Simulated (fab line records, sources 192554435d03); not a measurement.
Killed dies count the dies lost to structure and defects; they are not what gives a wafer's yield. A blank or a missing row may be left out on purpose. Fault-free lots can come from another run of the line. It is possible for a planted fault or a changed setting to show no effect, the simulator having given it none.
Chamber matching    flow n5 finfet    N5_BEOL_M3_DESCUM_33 on rie diel-06 has 4 sister chambers
The step chemistry O2, time 7 s. 16 wafers are shown with their chamber, then 8 later ones without.

== WAFERS, EACH WITH ITS CHAMBER ==
wafer   chamber  showerhead plenum p Torr (Torr)  throttle valve pct (%)  oes product au (a.u.)
L074.2  2        2.03                             20.35                   0.80
L074.5  0        2.08                             20.83                   0.70
L074.6  3        1.98                             20.67                   0.71
L078.1  0        2.08                             20.85                   0.70
L078.4  2        2.03                             20.36                   0.82
L078.6  2        2.03                             20.35                   0.81
L080.1  2        2.03                             20.36                   0.81
L080.3  0        2.08                             20.86                   0.71
L080.4  1        2.11                             20.59                   0.76
L079.2  3        1.98                             20.67                   0.71
L079.3  2        2.03                             20.36                   0.81
L079.4  1        2.11                             20.57                   0.76
L086.3  3        1.98                             20.69                   0.70
L086.4  0        2.07                             20.86                   0.70
L086.5  1        2.10                             20.60                   0.73
L088.1  1        2.10                             20.61                   0.73

SIGNATURES (averages over the wafers above)
reading                   chamber 0  chamber 1  chamber 2  chamber 3  scatter within a chamber
showerhead plenum p Torr  2.0775     2.1050     2.0300     1.9800     0.00382
throttle valve pct        20.8500    20.5925    20.3560    20.6767    0.0125
oes product au            0.7025     0.7450     0.8100     0.7067     0.0102
Rule: a wafer lies at a distance from a chamber equal to the root of the sum of squares, over the readings, of (its reading less the chamber's mean, divided by the reading's scatter). If the next closest chamber is less than 2 further off than the closest, the wafer can't be placed; otherwise it belongs to the closest. The scatter is the square root of a quotient: the sum, over the shown wafers, of each reading's squared deviation from its chamber's mean, divided by wafers minus chambers.

== WAFERS WITHOUT THEIR CHAMBER ==
wafer   showerhead plenum p Torr (Torr)  throttle valve pct (%)  oes product au (a.u.)
L088.3  2.07                             20.88                   0.69
L088.6  1.98                             20.70                   0.70
L092.4  2.10                             20.60                   0.73
L092.5  1.97                             20.71                   0.69
L092.6  2.07                             20.87                   0.69
L097.4  2.02                             20.40                   0.77
L097.5  1.97                             20.74                   0.69
L097.6  2.07                             20.89                   0.69

== WHICH CHAMBER EACH WENT THROUGH ==
wafer   from the rows above  in truth
L088.3  0                    0
L088.6  3                    3
L092.4  1                    1
L092.5  3                    3
L092.6  0                    0
L097.4  2                    2
L097.5  3                    3
L097.6  0                    0
Correctly placed: 8 of 8. From these rows, 0 cannot be placed. 0 placed wrongly.
